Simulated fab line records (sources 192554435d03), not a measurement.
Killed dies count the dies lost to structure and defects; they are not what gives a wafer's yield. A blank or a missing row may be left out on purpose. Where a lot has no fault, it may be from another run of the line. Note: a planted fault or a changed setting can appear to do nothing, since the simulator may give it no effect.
Matching of chambers / flow n5-finfet / N5_BEOL_M9_CVD_78 on cvd-co-01: 3 sister chambers
The step deposits Co from CCTBA/H2, target thk 2 nm, time 138.9 s. 6 wafers are shown with their chamber, then 7 later ones without.

== EACH WAFER AND ITS CHAMBER ==
wafer=L961.1; chamber=2; run-length-s (s)=162.5
wafer=L968.3; chamber=1; run-length-s (s)=162.0
wafer=L975.5; chamber=0; run-length-s (s)=162.1
wafer=L975.6; chamber=1; run-length-s (s)=162.6
wafer=L976.3; chamber=0; run-length-s (s)=163.0
wafer=L976.5; chamber=2; run-length-s (s)=162.3

== WAFERS WITHOUT THEIR CHAMBER ==
wafer=L976.6; run-length-s (s)=162.2
wafer=L981.2; run-length-s (s)=162.2
wafer=L981.4; run-length-s (s)=162.4
wafer=L981.6; run-length-s (s)=162.4
wafer=L983.1; run-length-s (s)=163.0
wafer=L983.3; run-length-s (s)=162.4
wafer=L983.5; run-length-s (s)=162.1

== CHAMBER TAKEN BY EACH ==
wafer=L976.6; from the rows above=can't be placed: 1 or 2 or 0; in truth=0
wafer=L981.2; from the rows above=can't be placed: 1 or 2 or 0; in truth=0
wafer=L981.4; from the rows above=can't be placed: 2 or 1 or 0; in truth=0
wafer=L981.6; from the rows above=can't be placed: 2 or 1 or 0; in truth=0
wafer=L983.1; from the rows above=can't be placed: 0 or 2 or 1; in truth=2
wafer=L983.3; from the rows above=can't be placed: 2 or 1 or 0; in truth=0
wafer=L983.5; from the rows above=can't be placed: 1 or 2 or 0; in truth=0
0 of 7 placed correctly. Cannot be placed on the basis of these rows: 7; the candidates contain the true chamber in 7. Number placed wrongly: 0.
How it was worked out, from the rows above alone: a wafer's distance from a chamber is the root of the sum, over the readings, of the square of ((its reading less the chamber's mean) divided by the reading's scatter). The wafer belongs to the nearest chamber; if the next one is less than 2 further off, it can't be placed. For every chamber, the mean is computed from those of its wafers that are shown. The scatter is the square root of a quotient: the sum, over the shown wafers, of each reading's squared deviation from its chamber's mean, divided by wafers minus chambers.
